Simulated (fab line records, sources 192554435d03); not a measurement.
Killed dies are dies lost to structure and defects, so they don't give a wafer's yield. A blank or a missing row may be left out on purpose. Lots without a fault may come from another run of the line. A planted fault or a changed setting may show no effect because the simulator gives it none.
Split-lot experiment | flow n5_finfet | 7 lots, 21 wafers read, on a route of 1938 steps

THE SPLIT
At N5_BEOL_M11_COAT_05 (resist thk 90 nm), the setting spin_rpm was moved away from the recipe's 1500 rpm on 5 of the 21 wafers read, by +6.3% to +9.1%. The other wafers ran this setting at the recipe's value.

FROM THE SPLIT TO THE READING: what the file shows between them, 4 steps
- N5_BEOL_M11_EBR_07
- N5_BEOL_M11_SOFTBAKE_06: time 60 s
- N5_BEOL_M11_EXPOSE_08: exposes mask M11
- N5_BEOL_M11_PEB_09: peb time 60 s

THE READING
CAR-ArF_of_BEOL_M11_COAT_05.thk_nm (the simulator's own value, which no gauge read), in nm, at N5_BEOL_M11_DEVELOP_10 (develop time 30 s). The file gives no usual value for it. The 16 wafers here that ran the recipe average 88.5 nm, standard deviation 0.25 nm.

wafer  | tool, chamber at the split | spin_rpm as run, rpm | against the recipe | CAR-ArF_of_BEOL_M11_COAT_05.thk_nm, nm | against lot-mates on the recipe
L077.1 | litho_track-05, 0          | 1500                 | recipe             | 88.4                                   | -
L077.5 | litho_track-05, 0          | 1636                 | +9.1%              | 84.2                                   | -4.2
L077.6 | litho_track-05, 0          | 1636                 | +9.1%              | 84.4                                   | -4.0
L074.1 | litho_track-05, 0          | 1500                 | recipe             | 88.6                                   | -
L074.3 | litho_track-05, 0          | 1598                 | +6.5%              | 86                                     | -2.8
L074.4 | litho_track-05, 0          | 1500                 | recipe             | 89                                     | -
L079.3 | litho_track-04, 0          | 1500                 | recipe             | 88.8                                   | -
L079.5 | litho_track-04, 0          | 1500                 | recipe             | 88.8                                   | -
L079.4 | litho_track-04, 0          | 1500                 | recipe             | 89                                     | -
L083.1 | litho_track-05, 0          | 1500                 | recipe             | 88.2                                   | -
L083.2 | litho_track-05, 0          | 1500                 | recipe             | 88.4                                   | -
L083.4 | litho_track-05, 0          | 1500                 | recipe             | 88.4                                   | -
L091.2 | litho_track-03, 0          | 1500                 | recipe             | 88.2                                   | -
L091.5 | litho_track-03, 0          | 1500                 | recipe             | 88.6                                   | -
L091.6 | litho_track-03, 0          | 1500                 | recipe             | 88.4                                   | -
L094.1 | litho_track-05, 0          | 1595                 | +6.3%              | 85.8                                   | -2.6
L094.3 | litho_track-05, 0          | 1595                 | +6.3%              | 86                                     | -2.4
L094.6 | litho_track-05, 0          | 1500                 | recipe             | 88.4                                   | -
L092.2 | litho_track-03, 0          | 1500                 | recipe             | 88.2                                   | -
L092.3 | litho_track-03, 0          | 1500                 | recipe             | 88.4                                   | -
L092.4 | litho_track-03, 0          | 1500                 | recipe             | 88.4                                   | -

THE FIT
A straight line over all 21 wafers: CAR-ArF_of_BEOL_M11_COAT_05.thk_nm changes by -0.44 nm for each +1% of spin_rpm; r = -0.98; the points scatter about the line by 0.27 nm.
The same after taking each lot's own level away (the mean of its wafers on the recipe; 21 wafers): -0.434 nm for each +1%; r = -0.99; scatter 0.16 nm.
On that fit, the largest move of spin_rpm shifts the reading by 3.9 nm.
The lots' own levels span 88.33 to 88.87 nm, that is 2.1 times the standard deviation above.
So the lot-to-lot level changes the slope little: the two slopes agree.
Check: with one of the wafers moved furthest among these (+9.1%) left out of the fit, the line predicts -3.81 nm for it against its lot-mates. It came out at -4.2 nm against them.

OTHER SPLITS ON THESE WAFERS
These wafers also went through other splits before the reading. Each is held against what the fit with the lots' levels taken away leaves over:
other split on the same wafers | wafers away from the commonest value | r with CAR-ArF_of_BEOL_M11_COAT_05.thk_nm (lot level and that fit taken away)
N5_BEOL_M8_ETCH_65 source_w    | 9                                    | -0.18
N5_BEOL_M9_PECVD_70 time_s     | 5                                    | -0.16
N5_BEOL_M10_COAT_63 spin_rpm   | 10                                   | -0.36
N5_BEOL_M10_COAT_64 spin_rpm   | 11                                   | +0.06

THE WHOLE CHAIN: every reading that the file lists as answering this split, in the file's order
step                   | what it does      | reading                                                                             | change (the file's fit)               | r (the file's)
N5_BEOL_M11_COAT_05    | resist thk 90 nm  | CAR-ArF_of_BEOL_M11_COAT_05.thk_nm (the simulator's own value, which no gauge read) | -0.425 nm for each +1% of the setting | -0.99
N5_BEOL_M11_DEVELOP_10 | develop time 30 s | CAR-ArF_of_BEOL_M11_COAT_05.thk_nm (the simulator's own value, which no gauge read) | -0.432 nm for each +1% of the setting | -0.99

THE FILE'S OWN FIT
CAR-ArF_of_BEOL_M11_COAT_05.thk_nm changes by -0.432 nm for each +1% of spin_rpm, r = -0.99.
